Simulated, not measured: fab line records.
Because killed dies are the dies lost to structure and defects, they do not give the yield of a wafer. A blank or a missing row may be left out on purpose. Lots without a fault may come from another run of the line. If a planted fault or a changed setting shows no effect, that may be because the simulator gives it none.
Problem report in the 8D (eight disciplines) form, filled by code    flow nand_harc    the parts of the form that need people (team, actions taken, sign-off) are left out

== 1. THE PROBLEM ==
Mean of cd_nm at NHARC_P_CONTACT_CD_MEAS_12: 83.2 nm across 6 wafers in 2 lots; on wafers with no fault it is 89.9 nm (standard deviation 0.57). Relative to the usual mean, that is a shift of -12 standard deviations.
The step: target cd 90 nm.
First observed at day 8 10:11: wafer L550.3, on cd_sem-01. The record holds 33 wafers of 11 lots with a number at this step. Rule for "out" (also "out of limits"): further than 4 standard deviations from the usual mean. All remaining wafers that have a number are taken as sound.

== 2. WHAT IT IS; WHAT IT IS NOT ==
question                     is                      is not
which readings at this step  cd_nm                   -
which lots                   L550, L554              L540, L541, L542, L544, L557, L559, L560, L562, L563
which wafers of those lots   all that have a number  -
read on which gauges         cd_sem-01               cd_sem-02, cd_sem-03
when                         from day 8 10:11        up to then (12 sound wafers); but 15 sound wafers of L557, L559, L560, L562, L563 came after

== 3. THE SUSPECTS, EACH WITH WHAT RULES IT OUT ==
Counting: any tool at a process step up to the reading is kept as a suspect provided that every lot that is out went through it and no sound lot did after the first of them.
- the gauge at NHARC_P_CONTACT_CD_MEAS_12 has been ruled out. All the wafers that are out were read on cd_sem-01, but those of them that NHARC_P_CONTACT_PEB_10 has rows for are out there too, on other tools.
- litho_track-01 at NHARC_P_CONTACT_PEB_10 (peb time 65 s): ruled out as a lasting fault. The sound lots L563 went through it after L550, its earliest lot that is out (day 8 10:06).
Left after counting: nothing in the record.

== 4. THE CAUSE (what the simulator had put in) ==
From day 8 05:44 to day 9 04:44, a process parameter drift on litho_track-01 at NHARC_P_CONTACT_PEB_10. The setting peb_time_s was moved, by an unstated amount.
The count ruled it out by mistake, since the rule takes a fault to strike every lot its tool runs from the start of the fault on, and this one did not do so.

== 5. SEQUENCE OF EFFECTS, ordered by route ==
Each row: a reading whose mean over the struck wafers that have a number lies more than 3 standard deviations from the usual. Only readings for which the record gives a usual standard deviation are gone through. hours: the time from each lot's start at the first step in this table that gives one to its start at this step, as a median over the lots. sigmas: the change in usual standard deviations.
hours  step                        reading               usual    on struck wafers  change  sigmas
0      NHARC_P_CONTACT_PEB_10      heater_power_total_W  156.6 W  173.4             +16.8   +41
0      NHARC_P_CONTACT_CD_MEAS_12  cd_nm                 89.9 nm  83.2              -6.7    -12
1      NHARC_P_CONTACT_CD_MEAS_19  cd_nm                 89.9 nm  82.2              -7.7    -5.1
Here are the process steps it includes:
- NHARC_P_CONTACT_PEB_10: peb time 65 s.
At these later measuring or inspecting steps, every struck wafer for which the step has a row has a number for every such reading, and none has moved that far: NHARC_END_SORT_01.

== 6. WHAT WOULD HAVE CAUGHT IT SOONER ==
4 hours passed between the start of the fault at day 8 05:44 and the first reading out of limits at a measuring or inspecting step in this record, taken at day 8 10:11.
Tool's own readings at NHARC_P_CONTACT_PEB_10, heater_power_total_W: out on all struck wafers the step has rows for; an alarm limit on them would have tripped on the first.
